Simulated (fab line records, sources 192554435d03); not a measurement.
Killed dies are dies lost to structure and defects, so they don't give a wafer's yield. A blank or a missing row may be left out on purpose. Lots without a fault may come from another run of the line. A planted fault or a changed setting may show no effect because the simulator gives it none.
fab line records | flow n5_finfet
record lots=5 wafers=15 last_day=18
route steps=1938 shown BEOL_M11@1586 BEOL_M12@1602
lots that met no fault: from a run of the same line without faults
start_h: hours from the record's first day to the start of the lot's first wafer shown | wait_h: hours since the lot's step before | " the same as in the row above | L1.1+2: a row that stands for several wafers | - no value, or no start given | * or withheld: withheld | < > ~ a bound
route shown NAME@n: a module of which the file shows steps, and the number in the route of the first | usual: mean/standard deviation of fault-free wafers | same: alike in all rows | chamber/n: place in a boat | sites: the reading at each site | _std_site: their standard deviation | _edge_site: outer sites' mean less inner sites' | radius_mm: how far each site lies from the wafer's centre | mask NAME#n: copy n | behind: the tool/chamber that last shaped the wafer | hold: why the lot was held/for how many hours/how that ended | device: the transistor (n, p or np) that didn't switch | end of line: the same wafers' tests at the end of the route | a step without rows: its recipe alone | killed: dies lost to structure and defects at the first sort, not the wafer's yield | map: a wafer's dies, x killed, . not, _ none there
set.NAME: the setting as run; set.NAME@STEP: as run at that earlier step | model.NAME: the simulator's own value behind a step, which no gauge read
lots at some steps of the route; a table a step, a row a wafer
services: from which hour (start_h, from the record's first day; less than 0 if before it) a tool's chamber was out of use, for how many hours, and why
## steps
# step N5_BEOL_M11_CD_MEAS_35
# recipe target_cd_nm=70 polarity=opening
# usual cd_nm=69.9/0.73
# columns lot.wafer tool chamber start_h wait_h cd_nm
L077.3 cd_sem-02 - 249.20 0.0 69.7
L077.4 " - " " 70.2
L077.5 " - " " 69.6
L086.1 cd_sem-01 - 295.30 0.0 70.6
L086.2 " - " " 70.9
L086.4 " - " " 71.6
L091.1 cd_sem-01 - 314.04 0.0 69.6
L091.2 " - " " 70.6
L091.6 " - " " 70.4
L097.1 cd_sem-02 - 356.18 0.0 69.1
L097.4 " - " " 68.9
L097.6 " - " " 68.8
L096.1 cd_sem-02 - 385.19 0.0 68.8
L096.2 " - " " 69.9
L096.6 " - " " 70.3
# step N5_BEOL_M11_CURE_72
# recipe temp_c=370 time_s=120 ambient=DMADMS/He material=SiCOH_lowk
# usual lamp_power_pct=52.31/0.055 wafer_temp_C_max=372.0/0.76
# columns lot.wafer tool chamber start_h wait_h lamp_power_pct wafer_temp_C_max
L077.3 uv_cure-02 2 249.45 0.2 52.22 373.0
L077.4 " 2 " " 52.42 373.5
L077.5 " 2 " " 52.24 373.2
L086.1 uv_cure-02 1 295.35 0.0 52.36 372.2
L086.2 " 1 " " 52.32 372.2
L086.4 " 1 " " 52.34 372.3
L091.1 uv_cure-01 1 314.08 0.0 52.25 371.7
L091.2 " 1 " " 52.38 371.1
L091.6 " 1 " " 52.31 371.5
L097.1 uv_cure-01 1 356.22 0.0 52.33 371.2
L097.4 " 1 " " 52.31 371.6
L097.6 " 1 " " 52.24 372.0
L096.1 uv_cure-02 1 385.23 0.0 52.17 372.3
L096.2 " 1 " " 52.29 371.6
L096.6 " 1 " " 52.33 371.6
# step N5_BEOL_M11_DEGAS_44
# recipe ambient=vacuum temp_c=250 time_s=60
# usual heater_power_w=346/27 susceptor_temp_C=249.99/0.16
# columns lot.wafer tool chamber start_h wait_h heater_power_w susceptor_temp_C
L077.3 pvd_sputter-01 - 250.08 0.6 344 250.27
L077.4 " - " " 339 250.10
L077.5 " - " " 332 250.01
L086.1 pvd_sputter-03 - 296.03 0.6 293 249.89
L086.2 " - " " 344 250.25
L086.4 " - " " 374 250.08
L091.1 pvd_sputter-02 - 314.79 0.7 305 249.67
L091.2 " - " " 336 250.13
L091.6 " - " " 351 250.08
L097.1 pvd_sputter-02 - 356.84 0.5 307 249.99
L097.4 " - " " 349 249.79
L097.6 " - " " 341 250.00
L096.1 pvd_sputter-03 - 385.57 0.3 330 250.02
L096.2 " - " " 370 249.86
L096.6 " - " " 351 250.18
# step N5_BEOL_M11_PRE_CLEAN_45
# recipe gas=H2/He time_s=30 temp_c=250
# usual heater_power_w=347/28 susceptor_temp_C=250.02/0.17
# columns lot.wafer tool chamber start_h wait_h heater_power_w susceptor_temp_C
L077.3 pvd_sputter-01 - 250.12 0.0 346 249.81
L077.4 " - " " 333 249.98
L077.5 " - " " 333 250.08
L086.1 pvd_sputter-03 - 296.07 0.0 303 250.16
L086.2 " - " " 356 250.21
L086.4 " - " " 372 250.07
L091.1 pvd_sputter-02 - 314.83 0.0 300 250.05
L091.2 " - " " 352 250.10
L091.6 " - " " 348 249.76
L097.1 pvd_sputter-02 - 356.88 0.0 313 249.92
L097.4 " - " " 361 249.95
L097.6 " - " " 351 250.08
L096.1 pvd_sputter-03 - 385.61 0.0 336 249.93
L096.2 " - " " 370 249.97
L096.6 " - " " 346 249.78
# step N5_BEOL_M11_ALD_74
# recipe material=TaN target_thk_a=20 temp_c=275 ald_precursor_family=PDMAT ald_co_reactant=NH3 pressure_torr=3 carrier_flow_sccm=1500 pulse_time_s=2 purge_time_s=3 co_reactant_purge_time_s=2 co_reactant_pulse_time_s=3 ald_cycles=40 precursor_vessel_temp_c=75 precursor_vessel_pressure_torr=26.25 precursor_vessel_carrier_sccm=1000
# usual chamber_pressure_Torr=3.000/0.007 heater_power_w=424/39 susceptor_temp_C=275.01/0.17
# columns lot.wafer tool chamber start_h wait_h chamber_pressure_Torr heater_power_w susceptor_temp_C
L077.3 ald_metal-02 2 250.18 0.0 2.996 490 274.97
L077.4 " 3 " " 2.990 431 274.90
L077.5 " 1 " " 2.991 377 274.67
L086.1 ald_metal-03 2 296.29 0.2 3.004 402 275.20
L086.2 " 3 " " 2.993 331 274.95
L086.4 " 0 " " 3.007 419 274.55
L091.1 ald_metal-04 0 314.91 0.1 3.000 437 274.92
L091.2 " 3 " " 3.018 417 275.25
L091.6 " 3 " " 3.006 421 274.95
L097.1 ald_metal-04 0 356.94 0.0 3.008 442 274.67
L097.4 " 1 " " 3.001 471 275.07
L097.6 " 0 " " 2.994 446 275.25
L096.1 ald_metal-04 0 385.72 0.1 3.008 441 275.16
L096.2 " 2 " " 3.006 439 274.98
L096.6 " 2 " " 3.010 430 275.06
# step N5_BEOL_M11_SURFACE_TREAT_76
# recipe gas=Ar time_s=* ion_energy_ev=* ion_current_ma_cm2=0.5 pressure_mtorr=* ar_flow_sccm=30
# usual throttle_valve_pct=*
# columns lot.wafer tool chamber start_h wait_h throttle_valve_pct
L077.3 pvd_sputter-01 - 250.54 0.2 *
L077.4 " - " " *
L077.5 " - " " *
L086.1 pvd_sputter-01 - 296.65 0.2 *
L086.2 " - " " *
L086.4 " - " " *
L091.1 pvd_sputter-03 - 315.21 0.2 *
L091.2 " - " " *
L091.6 " - " " *
L097.1 pvd_sputter-02 - 357.24 0.2 *
L097.4 " - " " *
L097.6 " - " " *
L096.1 pvd_sputter-02 - 386.06 0.2 *
L096.2 " - " " *
L096.6 " - " " *
# step N5_BEOL_M11_CVD_75
# recipe material=Co target_thk_a=20 temp_c=withheld precursor=CCTBA/H2 pressure_torr=30 time_s=138.9
# usual chamber_pressure_Torr=29.99/0.068
# columns lot.wafer tool chamber start_h wait_h chamber_pressure_Torr
L077.3 cvd_co-01 2 250.66 0.1 30.05
L077.4 " 2 " " 30.00
L077.5 " 1 " " 30.01
L086.1 cvd_co-02 2 296.71 0.0 29.93
L086.2 " 1 " " 29.97
L086.4 " 2 " " 29.99
L091.1 cvd_co-02 2 315.27 0.0 30.00
L091.2 " 1 " " 30.00
L091.6 " 1 " " 30.06
L097.1 cvd_co-02 0 357.62 0.4 30.00
L097.4 " 1 " " 30.10
L097.6 " 2 " " 30.04
L096.1 cvd_co-02 2 386.26 0.2 30.00
L096.2 " 0 " " 30.00
L096.6 " 1 " " 30.07
# step N5_BEOL_M11_SPUTTER_48
# recipe material=Cu target_thk_a=120 temp_c=-20 bias_v=60 power_w=26000 chamber_pressure_pa=0.13 time_s=2
# usual susceptor_temp_C=-20.01/0.11 throttle_valve_pct=30.1/1.1
# columns lot.wafer tool chamber start_h wait_h susceptor_temp_C throttle_valve_pct
L077.3 pvd_sputter-01 - 251.04 0.3 -20.20 28.7
L077.4 " - " " -19.85 29.4
L077.5 " - " " -20.00 31.5
L086.1 pvd_sputter-03 - 296.85 0.1 -20.12 28.7
L086.2 " - " " -20.02 29.2
L086.4 " - " " -19.85 31.5
L091.1 pvd_sputter-02 - 315.45 0.1 -20.12 29.6
L091.2 " - " " -19.97 31.3
L091.6 " - " " -20.22 30.9
L097.1 pvd_sputter-02 - 357.99 0.3 -20.14 31.0
L097.4 " - " " -19.98 31.2
L097.6 " - " " -20.13 31.2
L096.1 pvd_sputter-02 - 386.38 0.1 -19.83 31.0
L096.2 " - " " -19.92 31.1
L096.6 " - " " -20.02 29.5
# step N5_BEOL_M11_ECD_50
# recipe material=Cu target_thk_a=3180
# columns lot.wafer tool chamber start_h wait_h
L077.3+4+5 ecd_cu-01 0,1,0 251.19 0.1
L086.1+2+4 ecd_cu-01 0,1,0 296.96 0.1
L091.1+2+6 ecd_cu-02 1,0,0 315.56 0.1
L097.1+4+6 ecd_cu-02 1,1,0 358.11 0.1
L096.1+2+6 ecd_cu-01 0,1,1 386.50 0.1
# step N5_BEOL_M11_ANNEAL_51
# recipe temp_c=225 time_s=90 ambient=N2
# usual wafer_temp_C_max=225.72/0.24
# columns lot.wafer tool chamber start_h wait_h wafer_temp_C_max
L077.3 rtp_anneal-02 0 251.36 0.1 225.63
L077.4 " 0 " " 225.24
L077.5 " 0 " " 225.32
L086.1 rtp_anneal-01 0 297.08 0.1 225.79
L086.2 " 0 " " 225.86
L086.4 " 0 " " 225.96
L091.1 rtp_anneal-01 0 315.69 0.1 225.66
L091.2 " 0 " " 225.84
L091.6 " 0 " " 225.82
L097.1 rtp_anneal-01 0 358.52 0.4 226.03
L097.4 " 0 " " 225.90
L097.6 " 0 " " 225.97
L096.1 rtp_anneal-01 0 386.83 0.3 225.65
L096.2 " 0 " " 225.46
L096.6 " 0 " " 225.92
# step N5_BEOL_M11_CMP_52
# recipe stop_on=SiCOH_lowk t_overpolish_s=7 down_force_psi=1 platen_rpm=50 clearing_platen_down_force_psi=1.5 clearing_platen_rpm=50 post_cmp_clean=cu_alkaline target_thk_nm=140 clearing_platen_pad_velocity_m_s=0.99484 pad_velocity_m_s=0.99484
# usual barrier_field_endpoint_s=28.7/0.7 motor_current_A=6.1/0.51 overpolish_run_s=7.000/0.0095 time_to_endpoint_s=65.4/2.8
# columns lot.wafer tool chamber start_h wait_h barrier_field_endpoint_s motor_current_A overpolish_run_s time_to_endpoint_s
L077.3 cmp-04 2 251.56 0.2 30.5 5.1 7.007 73.9
L077.4 " 3 " " 29.2 6.6 6.998 70.0
L077.5 " 2 " " 30.1 5.1 6.983 74.4
L086.2 cmp-01 3 297.39 0.2 27.9 6.9 6.994 63.9
L086.1 " 0 " " 28.6 6.0 7.006 64.8
L086.4 " 2 " " 29.8 5.8 7.013 68.6
L091.2 cmp-04 1 316.17 0.4 27.4 5.0 6.999 63.0
L091.1 " 2 " " 28.1 5.5 7.003 65.8
L091.6 " 0 " " 28.3 5.3 7.011 64.0
L097.4 cmp-04 0 358.82 0.1 28.3 5.5 6.995 67.1
L097.1 " 3 " " 27.8 6.3 6.990 65.1
L097.6 " 1 " " 28.4 5.2 6.997 63.0
L096.1 cmp-01 3 387.19 0.3 28.1 7.0 7.001 64.4
L096.2 " 0 " " 28.2 6.1 6.988 64.4
L096.6 " 3 " " 27.7 6.6 7.005 62.6
# step N5_BEOL_M11_THK_MEAS_53
# recipe thk_meas_gauge=xrf reads=Cu_of_BEOL_M11_ECD_50
# usual M11_THK=138.9/2.8
# columns lot.wafer tool chamber start_h wait_h M11_THK[nm]
L077.3 film_metro-01 - 251.86 - 137.1
L077.4 " - " " 140.0
L077.5 " - " " 138.7
L086.1 film_metro-02 - 297.69 - 138.0
L086.2 " - " " 137.4
L086.4 " - " " 143.3
L091.1 film_metro-02 - 316.42 - 140.5
L091.2 " - " " 134.9
L091.6 " - " " 139.9
L097.1 film_metro-01 - 359.11 - 139.4
L097.4 " - " " 135.9
L097.6 " - " " 135.9
L096.1 film_metro-01 - 387.45 - 142.1
L096.2 " - " " 136.6
L096.6 " - " " 137.2
# step N5_BEOL_M11_PRE_CLEAN_55
# recipe gas=NH3 time_s=15 temp_c=withheld rf_power_w=300
# columns lot.wafer tool chamber start_h wait_h
L077.3+4+5 pecvd-03 0,1,0 251.90 0.0
L086.1+2+4 pecvd-02 0,2,1 297.72 0.0
L091.1+2+6 pecvd-02 1,0,2 316.46 0.0
L097.1+4+6 pecvd-02 2,2,1 359.15 0.0
L096.1+2+6 pecvd-02 1,2,2 387.48 0.0
# step N5_BEOL_M11_DEP_56
# recipe material=SiCN target_thk_a=300 temp_c=withheld precursor=3MS/NH3 pressure_torr=3 rf_w=675 time_s=10.5
# usual chamber_pressure_Torr=3.001/0.0061 showerhead_plenum_p_Torr=4.162/0.02 throttle_valve_pct=18.6/1.1
# columns lot.wafer tool chamber start_h wait_h chamber_pressure_Torr showerhead_plenum_p_Torr throttle_valve_pct
L077.3 pecvd-03 0 251.92 0.0 3.008 4.155 18.4
L077.4 " 1 " " 2.999 4.165 20.4
L077.5 " 0 " " 3.014 4.173 18.5
L086.1 pecvd-02 0 297.75 0.0 2.997 4.185 18.9
L086.2 " 2 " " 2.990 4.163 17.6
L086.4 " 1 " " 3.014 4.153 19.9
L091.1 pecvd-02 1 316.48 0.0 2.996 4.158 20.1
L091.2 " 0 " " 3.007 4.194 18.8
L091.6 " 2 " " 3.006 4.152 17.6
L097.1 pecvd-02 2 359.19 0.0 3.004 4.163 17.5
L097.4 " 2 " " 3.005 4.148 17.9
L097.6 " 1 " " 2.994 4.162 19.8
L096.1 pecvd-02 1 387.51 0.0 2.995 4.143 19.6
L096.2 " 2 " " 3.002 4.154 18.0
L096.6 " 2 " " 2.996 4.161 17.9
# step N5_BEOL_M11_RS_MEAS_57
# recipe thk_meas_gauge=four-point-probe reads=Cu_of_BEOL_M11_ECD_50+Co_of_BEOL_M11_CVD_75+TaN_of_BEOL_M11_ALD_74
# usual M11_RS=0.154/0.0033
# columns lot.wafer tool chamber start_h wait_h M11_RS[ohm/sq]
L077.3 film_metro-01 - 251.98 0.0 0.155
L077.4 " - " " 0.150
L077.5 " - " " 0.152
L086.1 film_metro-01 - 297.81 0.0 0.156
L086.2 " - " " 0.156
L086.4 " - " " 0.150
L091.1 film_metro-02 - 316.55 0.0 0.152
L091.2 " - " " 0.160
L091.6 " - " " 0.154
L097.1 film_metro-02 - 359.26 0.1 0.152
L097.4 " - " " 0.156
L097.6 " - " " 0.157
L096.1 film_metro-01 - 387.79 0.3 0.151
L096.2 " - " " 0.157
L096.6 " - " " 0.157
# step N5_BEOL_M11_INSPECT_58
# recipe inspect_instrument=darkfield mode=post_dep
# usual raw_defect_count=74/25
# columns lot.wafer tool chamber start_h wait_h raw_defect_count
L077.3 defect_inspect-02 - 252.01 0.0 104
L077.4 " - " " 128
L077.5 " - " " 148
L086.1 defect_inspect-01 - 297.84 0.0 50
L086.2 " - " " 97
L086.4 " - " " 84
L091.1 defect_inspect-01 - 316.57 0.0 64
L091.2 " - " " 123
L091.6 " - " " 75
L097.1 defect_inspect-02 - 359.29 0.0 103
L097.4 " - " " 112
L097.6 " - " " 78
L096.1 defect_inspect-02 - 387.82 0.0 84
L096.2 " - " " 60
L096.6 " - " " 53
# step N5_BEOL_M12_ILD_DEP_00
# recipe material=SiOC target_thk_a=6589.2 temp_c=350 precursor=DEMS/O2 pressure_torr=5 rf_w=500 time_s=130.7
# usual chamber_pressure_Torr=4.999/0.01 heater_power_w=458/68 showerhead_plenum_p_Torr=5.696/0.016 susceptor_temp_C=350.03/0.19 throttle_valve_pct=12.0/0.74
# columns lot.wafer tool chamber start_h wait_h chamber_pressure_Torr heater_power_w showerhead_plenum_p_Torr susceptor_temp_C throttle_valve_pct
L077.3 pecvd-02 0 252.05 0.0 4.996 545 5.723 350.10 12.8
L077.4 " 0 " " 4.997 428 5.714 350.03 12.7
L077.5 " 2 " " 4.989 506 5.691 350.03 11.3
L086.1 pecvd-04 0 297.88 0.0 4.996 413 5.682 350.16 11.5
L086.2 " 1 " " 4.989 459 5.690 350.01 11.7
L086.4 " 0 " " 5.006 427 5.678 349.79 11.1
L091.1 pecvd-02 0 316.61 0.0 4.995 522 5.718 349.69 12.6
L091.2 " 1 " " 5.016 449 5.689 349.87 13.1
L091.6 " 1 " " 5.034 462 5.691 350.25 13.2
L097.1 pecvd-02 2 359.33 0.0 4.991 449 5.682 350.13 11.9
L097.4 " 1 " " 4.988 418 5.681 350.03 13.1
L097.6 " 2 " " 5.003 493 5.686 350.13 12.0
L096.1 pecvd-02 2 387.86 0.0 4.987 423 5.688 349.79 11.9
L096.2 " 0 " " 5.012 524 5.723 350.05 12.6
L096.6 " 1 " " 5.022 472 5.687 350.09 13.0
# step N5_BEOL_M12_THK_MEAS_01
# recipe reads=SiOC_of_BEOL_M12_ILD_DEP_00
# usual M12_ILD_THK=657/7.8
# columns lot.wafer tool chamber start_h wait_h M12_ILD_THK[nm]
L077.3 film_metro-01 - 252.18 0.1 659
L077.4 " - " " 669
L077.5 " - " " 662
L086.1 film_metro-01 - 298.01 0.1 642
L086.2 " - " " 644
L086.4 " - " " 659
L091.1 film_metro-01 - 316.74 0.1 654
L091.2 " - " " 659
L091.6 " - " " 671
L097.1 film_metro-02 - 359.51 0.1 645
L097.4 " - " " 661
L097.6 " - " " 657
L096.1 film_metro-01 - 387.99 0.1 646
L096.2 " - " " 650
L096.6 " - " " 663
# step N5_BEOL_M12_COAT_58
# recipe resist=BARC temp_c=205 time_s=60 spin_rpm=1500 resist_thk_nm=89
# columns lot.wafer tool chamber start_h wait_h
L077.3+4+5 litho_track-01 0 252.21 0.0
L086.1+2+4 litho_track-01 0 298.04 0.0
L091.1+2+6 litho_track-05 0 316.77 0.0
L097.1+4+6 litho_track-02 0 359.54 0.0
L096.1+2+6 litho_track-01 0 388.02 0.0
# step N5_BEOL_M12_COAT_04
# recipe spin_rpm=1625 resist_thk_nm=400
# columns lot.wafer tool chamber start_h wait_h
L077.3+4+5 litho_track-01 0 - -
L086.1+2+4 litho_track-01 0 - -
L091.1+2+6 litho_track-05 0 - -
L097.1+4+6 litho_track-02 0 - -
L096.1+2+6 litho_track-01 0 - -
# step N5_BEOL_M12_EBR_06
# recipe solvent=PGMEA ebr_width_mm=1.5
# columns lot.wafer tool chamber start_h wait_h
L077.3+4+5 litho_track-01 0 - -
L086.1+2+4 litho_track-01 0 - -
L091.1+2+6 litho_track-05 0 - -
L097.1+4+6 litho_track-02 0 - -
L096.1+2+6 litho_track-01 0 - -
# step N5_BEOL_M12_SOFTBAKE_05
# recipe temp_c=130 time_s=60
# columns lot.wafer tool chamber start_h wait_h
L077.3+4+5 litho_track-01 0 - -
L086.1+2+4 litho_track-01 0 - -
L091.1+2+6 litho_track-05 0 - -
L097.1+4+6 litho_track-02 0 - -
L096.1+2+6 litho_track-01 0 - -
# step N5_BEOL_M12_EXPOSE_07
# recipe mask_id=V11 na=0.93 source_shape=conventional sigma_outer=0.6 polarization=unpolarized attpsm_phase_deg=180 dose_mj=32.5
# usual exposure_dose_mJ_cm2=32.49/0.039
# columns lot.wafer tool chamber start_h wait_h mask exposure_dose_mJ_cm2
L077.3 krf_scanner-01 0 252.32 - V11#0 32.44
L077.4 " 0 " " V11#0 32.47
L077.5 " 0 " " V11#0 32.51
L086.1 krf_scanner-01 0 298.26 - V11#0 32.47
L086.2 " 0 " " V11#0 32.52
L086.4 " 0 " " V11#0 32.44
L091.1 krf_scanner-02 0 316.87 - V11#0 32.48
L091.2 " 0 " " V11#0 32.47
L091.6 " 0 " " V11#0 32.51
L097.1 krf_scanner-02 0 359.76 - V11#0 32.53
L097.4 " 0 " " V11#0 32.49
L097.6 " 0 " " V11#0 32.54
L096.1 krf_scanner-02 0 388.24 - V11#0 32.43
L096.2 " 0 " " V11#0 32.45
L096.6 " 0 " " V11#0 32.45
# step N5_BEOL_M12_PEB_08
# recipe peb_temp_c=130 peb_time_s=90
# columns lot.wafer tool chamber start_h wait_h
L077.3+4+5 litho_track-01 0 252.37 0.0
L086.1+2+4 litho_track-05 0 298.32 0.1
L091.1+2+6 litho_track-01 0 316.93 0.1
L097.1+4+6 litho_track-02 0 359.82 0.1
L096.1+2+6 litho_track-05 0 388.30 0.1
# step N5_BEOL_M12_DEVELOP_09
# recipe develop_time_s=45 rinse_liquid=diw dry=air_spin dev_temp_c=21
# columns lot.wafer tool chamber start_h wait_h
L077.3+4+5 litho_track-01 0 - -
L086.1+2+4 litho_track-05 0 - -
L091.1+2+6 litho_track-01 0 - -
L097.1+4+6 litho_track-02 0 - -
L096.1+2+6 litho_track-05 0 - -
# step N5_BEOL_M12_HARDBAKE_14
# recipe temp_c=130 time_s=120
# columns lot.wafer tool chamber start_h wait_h
L077.3+4+5 litho_track-01 0 - -
L086.1+2+4 litho_track-05 0 - -
L091.1+2+6 litho_track-01 0 - -
L097.1+4+6 litho_track-02 0 - -
L096.1+2+6 litho_track-05 0 - -
# step N5_BEOL_M12_CD_MEAS_10
# recipe target_cd_nm=140 landing_energy_ev=500 detector=se_inlens polarity=opening
# usual cd_nm=139.8/1.9
# same landing_energy_ev=500
# columns lot.wafer tool chamber start_h wait_h cd_nm
L077.3 cd_sem-01 0 252.48 - 138.8
L077.4 " 0 " " 138.6
L077.5 " 0 " " 140.5
L086.1 cd_sem-03 0 298.43 - 137.4
L086.2 " 0 " " 136.0
L086.4 " 0 " " 139.2
L091.1 cd_sem-03 0 317.04 - 140.7
L091.2 " 0 " " 141.1
L091.6 " 0 " " 141.7
L097.1 cd_sem-01 0 359.94 - 142.8
L097.4 " 0 " " 140.9
L097.6 " 0 " " 143.8
L096.1 cd_sem-02 0 388.42 - 139.6
L096.2 " 0 " " 141.1
L096.6 " 0 " " 140.1
# step N5_BEOL_M12_OVL_MEAS_11
# recipe points_per_wafer=44
# usual V11_OVL=5/6.6
# columns lot.wafer tool chamber start_h wait_h V11_OVL[nm]
L077.3 overlay-02 0 252.51 0.0 0
L077.4 " 0 " " -1
L077.5 " 0 " " 3
L086.1 overlay-01 0 298.47 0.0 -4
L086.2 " 0 " " -6
L086.4 " 0 " " -5
L091.1 overlay-02 0 317.07 0.0 7
L091.2 " 0 " " 5
L091.6 " 0 " " 2
L097.1 overlay-01 0 359.97 0.0 10
L097.4 " 0 " " 6
L097.6 " 0 " " 9
L096.1 overlay-01 0 388.45 0.0 2
L096.2 " 0 " " 8
L096.6 " 0 " " 12
# step N5_BEOL_M12_INSPECT_12
# recipe mode=adi inspect_instrument=macro
# usual raw_defect_count=2.0/1.3
# columns lot.wafer tool chamber start_h wait_h raw_defect_count
L077.3 defect_inspect-01 - 252.54 0.0 1
L077.4 " - " " 1
L077.5 " - " " 1
L086.1 defect_inspect-02 - 298.49 0.0 0
L086.2 " - " " 2
L086.4 " - " " 1
L091.1 defect_inspect-02 - 317.10 0.0 0
L091.2 " - " " 0
L091.6 " - " " 2
L097.1 defect_inspect-02 - 359.99 0.0 1
L097.4 " - " " 2
L097.6 " - " " 2
L096.1 defect_inspect-01 - 388.47 0.0 1
L096.2 " - " " 2
L096.6 " - " " 3
# step N5_BEOL_M12_DESCUM_15
# recipe chemistry=O2 time_s=7.9 source_power_w=50 bias_power_w=20 pressure_mtorr=20 rf_frequency_hz=2.712e+07 temp_c=40 o2_flow_sccm=225
# usual drypump_motor_current_A=5.7/0.43 oes_product_au=0.80/0.086 rf_vpp_V=243.8/1 showerhead_plenum_p_Torr=2.14/0.045 throttle_valve_pct=20.36/0.19
# columns lot.wafer tool chamber start_h wait_h drypump_motor_current_A oes_product_au rf_hours_counter_h rf_vpp_V showerhead_plenum_p_Torr throttle_valve_pct
L077.3 rie_diel-03 1 252.57 0.0 5.3 0.83 64 243.1 2.14 20.53
L077.4 " 0 " " 5.8 0.86 56 246.1 2.21 20.31
L077.5 " 1 " " 5.4 0.82 - 243.6 2.14 20.53
L086.1 rie_diel-01 2 298.69 0.2 5.2 0.88 44 243.5 2.14 20.65
L086.2 " 0 " " 6.4 0.70 234 244.8 2.16 20.42
L086.4 " 3 " " 6.3 0.71 231 244.2 2.13 20.29
L091.1 rie_diel-03 1 317.13 0.0 5.3 0.80 90 245.4 2.13 20.57
L091.2 " 2 " " 5.3 0.92 16 242.4 2.15 19.87
L091.6 " 2 " " 5.3 0.93 - 244.6 2.15 19.88
L097.1 rie_diel-03 2 360.02 0.0 5.3 0.89 33 244.4 2.14 19.91
L097.4 " 2 " " 5.3 0.89 - 244.6 2.14 19.88
L097.6 " 1 " " 5.3 0.79 - 243.6 2.12 20.59
L096.1 rie_diel-05 0 389.07 0.6 6.5 0.92 22 245.1 2.13 19.86
L096.2 " 3 " " 5.7 0.85 57 242.2 2.04 20.53
L096.6 " 3 " " 5.7 0.85 - 244.2 2.04 20.53
# step N5_BEOL_M12_ETCH_59
# recipe chemistry=N2/H2 target=BARC target_depth_a=890 overetch_a=267 time_s=67.9 ion_energy_ev=200 pressure_mtorr=30 source_w=840 bias_w=150 n2_flow_sccm=200 h2_flow_sccm=200
# usual drypump_motor_current_A=5.7/0.43 h2_flow_sccm=200.1/0.58 oes_product_au=0.68/0.069 rf_vpp_V=525.4/1.5 showerhead_plenum_p_Torr=2.60/0.058 throttle_valve_pct=17.83/0.16
# columns lot.wafer tool chamber start_h wait_h drypump_motor_current_A h2_flow_sccm oes_product_au rf_hours_counter_h rf_vpp_V showerhead_plenum_p_Torr throttle_valve_pct
L077.3 rie_diel-03 1 252.60 0.0 5.3 200.8 0.71 64 526.0 2.57 17.76
L077.4 " 0 " " 5.9 199.4 0.73 56 527.3 2.69 17.73
L077.5 " 1 " " 5.3 200.0 0.71 - 524.1 2.57 17.75
L086.1 rie_diel-01 2 298.72 0.0 5.3 199.8 0.75 44 525.2 2.57 17.89
L086.2 " 0 " " 6.3 200.2 0.60 234 526.4 2.60 17.83
L086.4 " 3 " " 6.3 199.5 0.61 231 525.7 2.60 17.80
L091.1 rie_diel-03 1 317.17 0.0 5.3 200.1 0.69 90 524.9 2.55 17.79
L091.2 " 2 " " 5.3 201.0 0.78 16 524.9 2.62 17.43
L091.6 " 2 " " 5.3 199.3 0.78 - 525.2 2.62 17.42
L097.1 rie_diel-03 2 360.06 0.0 5.3 200.3 0.74 33 525.9 2.61 17.47
L097.4 " 2 " " 5.3 200.5 0.75 - 524.8 2.61 17.46
L097.6 " 1 " " 5.3 199.9 0.67 - 524.5 2.55 17.83
L096.1 rie_diel-05 0 389.11 0.0 6.5 200.8 0.79 22 526.0 2.59 17.38
L096.2 " 3 " " 5.7 201.0 0.73 57 521.9 2.49 18.10
L096.6 " 3 " " 5.7 200.5 0.72 - 523.2 2.49 18.11
# step N5_BEOL_M12_VIA_ETCH_16
# recipe chemistry=C4F8/O2/Ar target=SiOC pressure_mtorr=30 source_w=3000 bias_w=700 Ar_flow_sccm=400 C4F8_flow_sccm=15 O2_flow_sccm=8 he_inner_torr=15 he_outer_torr=30 target_depth_a=7248 time_s=withheld ion_energy_ev=250 ends=cleared
# usual drypump_motor_current_A=5.7/0.43 oes_product_au=0.72/0.077 rf_vpp_V=667.3/2.1 showerhead_plenum_p_Torr=3.48/0.071 throttle_valve_pct=24.13/0.21
# columns lot.wafer tool chamber start_h wait_h drypump_motor_current_A oes_product_au rf_vpp_V showerhead_plenum_p_Torr throttle_valve_pct
L077.3 rie_diel-03 1 252.66 0.0 5.3 0.75 667.0 3.48 24.32
L077.4 " 0 " " 5.9 0.77 671.1 3.61 24.15
L077.5 " 1 " " 5.3 0.75 665.6 3.48 24.31
L086.1 rie_diel-01 2 298.77 0.0 5.2 0.79 668.2 3.48 24.39
L086.2 " 0 " " 6.4 0.63 665.8 3.53 24.23
L086.4 " 3 " " 6.3 0.65 667.6 3.51 24.18
L091.1 rie_diel-03 1 317.22 0.0 5.4 0.73 666.7 3.47 24.35
L091.2 " 2 " " 5.3 0.82 668.6 3.52 23.81
L091.6 " 2 " " 5.3 0.82 668.9 3.52 23.80
L097.1 rie_diel-03 2 360.11 0.0 5.3 0.81 667.9 3.52 23.82
L097.4 " 2 " " 5.3 0.80 666.9 3.52 23.83
L097.6 " 1 " " 5.3 0.70 665.9 3.46 24.38
L096.1 rie_diel-05 0 389.16 0.0 6.4 0.83 666.7 3.49 23.72
L096.2 " 3 " " 5.7 0.78 664.4 3.35 24.38
L096.6 " 3 " " 5.7 0.77 663.1 3.35 24.38
## services
# columns tool chamber start_h hours kind
cvd_co-02 - 226.00 0.7 repair
rie_diel-05 - 228.13 0.4 repair
cmp-04 - 233.70 2.4 repair
rie_diel-01 3 235.05 61.9 repair
cmp-04 - 247.05 0.4 repair
krf_scanner-02 - 255.93 1.0 pm
cvd_co-02 - 258.86 0.4 repair
cmp-04 - 267.62 0.9 repair
rie_diel-05 2 271.67 4.7 repair
rtp_anneal-01 - 272.61 3.5 pm
cmp-04 - 274.84 1.9 repair
rie_diel-01 0 275.58 5.2 repair
rie_diel-05 1 291.08 6.5 repair
cmp-04 - 296.20 0.9 repair
cmp-04 - 297.43 2.3 repair
rie_diel-03 1 302.27 7.5 repair
ecd_cu-01 - 308.32 10.0 repair
rie_diel-01 0 317.42 11.6 repair
krf_scanner-02 - 318.75 6.0 repair
rie_diel-01 3 320.48 100.8 repair
rie_diel-03 2 326.80 3.5 repair
krf_scanner-02 - 334.28 1.3 pm
pecvd-02 2 356.25 2.6 repair
rie_diel-03 3 360.01 6.0 repair
## key
fault none
